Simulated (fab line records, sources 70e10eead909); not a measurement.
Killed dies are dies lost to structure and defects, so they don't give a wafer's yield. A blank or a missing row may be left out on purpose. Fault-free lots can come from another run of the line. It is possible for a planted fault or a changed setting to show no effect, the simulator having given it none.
What tool caused it? + flow nand_harc + 6 lots, 18 wafers sampled, at 1 step of a route of 1159

WHAT EACH GAUGE READ, for each wafer
NHARC_A_CONTACT_CD_MEAS_42 targets a cd of 200 nm.
| lot  | measured     | on        | cd_nm (nm)        |
|------|--------------|-----------|-------------------|
| L258 | day 17 04:46 | cd_sem-01 | 199.6 201.2 201.0 |
| L260 | day 17 22:02 | cd_sem-03 | 198.7 199.7 200.2 |
| L262 | day 18 13:52 | cd_sem-01 | 199.5 200.2 200.7 |
| L265 | day 18 23:44 | cd_sem-02 | 200.2 200.4 199.8 |
| L268 | day 20 03:53 | cd_sem-02 | 199.8 200.1 198.7 |
| L276 | day 21 11:42 | cd_sem-03 | 200.1 199.8 200.0 |

TOOL THAT RAN EACH LOT (tool first, then ch and the chambers of the sampled wafers, then the start)
No process step before these readings appears in the record.

THE ANSWER, worked out from the rows above alone
Rule: the usual values come from the lots themselves. The widest of any qualifying gaps counts: lots, ordered by their means at a reading, are off when they make up no more than a third of the lots, leave a main group of 4 or more, and stand apart from it by 3 or more times the standard deviation of that group's means. A main group whose means are all the same, to the digits that the tables above print for the reading, isn't used. Also off: a lot with no number at a reading for which 4 or more lots have one. Any other lot the step has rows for is counted as sound.
None of the lots is off at any reading shown; this tells nothing.

WHAT HAD BEEN PUT IN BY THE SIMULATOR
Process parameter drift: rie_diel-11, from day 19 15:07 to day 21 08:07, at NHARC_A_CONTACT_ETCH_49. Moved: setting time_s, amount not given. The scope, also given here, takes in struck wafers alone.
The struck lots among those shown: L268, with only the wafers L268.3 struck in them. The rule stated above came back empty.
